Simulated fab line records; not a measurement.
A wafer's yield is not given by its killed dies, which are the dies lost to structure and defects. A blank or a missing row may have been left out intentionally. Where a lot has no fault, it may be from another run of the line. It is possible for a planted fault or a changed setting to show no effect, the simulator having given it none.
Matching of chambers ; flow n5 finfet ; N5_BEOL_M6_CURE_74 on uv cure-02: 3 sister chambers
The step cures SiCOH lowk, time 240 s. 27 wafers are shown with their chamber, then 12 later ones without.

WAFERS, EACH WITH ITS CHAMBER
wafer;chamber;wafer_temp_C_max;lamp power pct (%)
L076.1;2;387.3;52.44
L076.3;2;387.0;52.25
L076.6;2;387.3;52.41
L077.1;1;386.8;52.35
L077.3;1;387.4;52.24
L077.6;1;387.2;52.24
L077.2;1;387.7;52.32
L077.4;1;387.5;52.30
L077.5;1;386.9;52.30
L075.2;1;386.9;52.30
L075.4;1;387.3;52.27
L075.6;1;387.1;52.42
L080.1;0;386.6;52.26
L080.3;0;387.3;52.36
L080.6;0;386.9;52.30
L080.2;0;387.2;52.29
L080.4;0;386.4;52.27
L080.5;0;386.6;52.36
L079.3;2;387.1;52.25
L079.4;2;387.5;52.29
L079.6;2;386.4;52.32
L084.1;1;386.9;52.40
L084.2;1;386.7;52.30
L084.6;1;387.8;52.26
L083.1;1;388.5;52.33
L083.2;1;387.2;52.30
L083.4;1;387.3;52.36

SIGNATURES (averages over the wafers above)
reading;chamber 0;chamber 1;chamber 2;scatter within a chamber
wafer_temp_C_max;386.833;387.280;387.100;0.43
lamp power pct;52.3067;52.3127;52.3267;0.0583
Rule: a wafer lies at a distance from a chamber equal to the root of the sum of squares, over the readings, of (its reading less the chamber's mean, divided by the reading's scatter). The wafer belongs to the nearest chamber; if the next one is less than 2 further off, it can't be placed. The scatter: the root of (the sum of the squares of (reading less its chamber's mean) over the shown wafers, divided by (wafers less chambers)).

WAFERS WITHOUT THEIR CHAMBER
wafer;wafer_temp_C_max;lamp power pct (%)
L085.2;387.4;52.23
L085.3;386.5;52.27
L085.6;386.7;52.35
L089.1;386.9;52.32
L089.5;386.9;52.25
L089.6;387.3;52.26
L089.2;388.0;52.28
L089.3;387.2;52.32
L089.4;386.8;52.27
L092.3;387.4;52.26
L092.4;386.8;52.36
L092.6;386.5;52.36

WHICH CHAMBER EACH ONE RAN IN
wafer;from the rows above;in truth
L085.2;can't be placed: 1 or 2 or 0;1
L085.3;can't be placed: 0 or 2 or 1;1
L085.6;can't be placed: 0 or 2 or 1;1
L089.1;can't be placed: 0 or 2 or 1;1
L089.5;can't be placed: 0 or 1 or 2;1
L089.6;can't be placed: 1 or 2 or 0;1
L089.2;can't be placed: 1 or 2 or 0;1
L089.3;can't be placed: 1 or 2 or 0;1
L089.4;can't be placed: 0 or 2 or 1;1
L092.3;can't be placed: 1 or 2 or 0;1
L092.4;can't be placed: 2 or 0 or 1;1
L092.6;can't be placed: 0 or 2 or 1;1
0 of 12 placed correctly. Unplaceable from these rows: 12, with the true chamber sitting among the candidates in 12. Wrongly placed: 0.
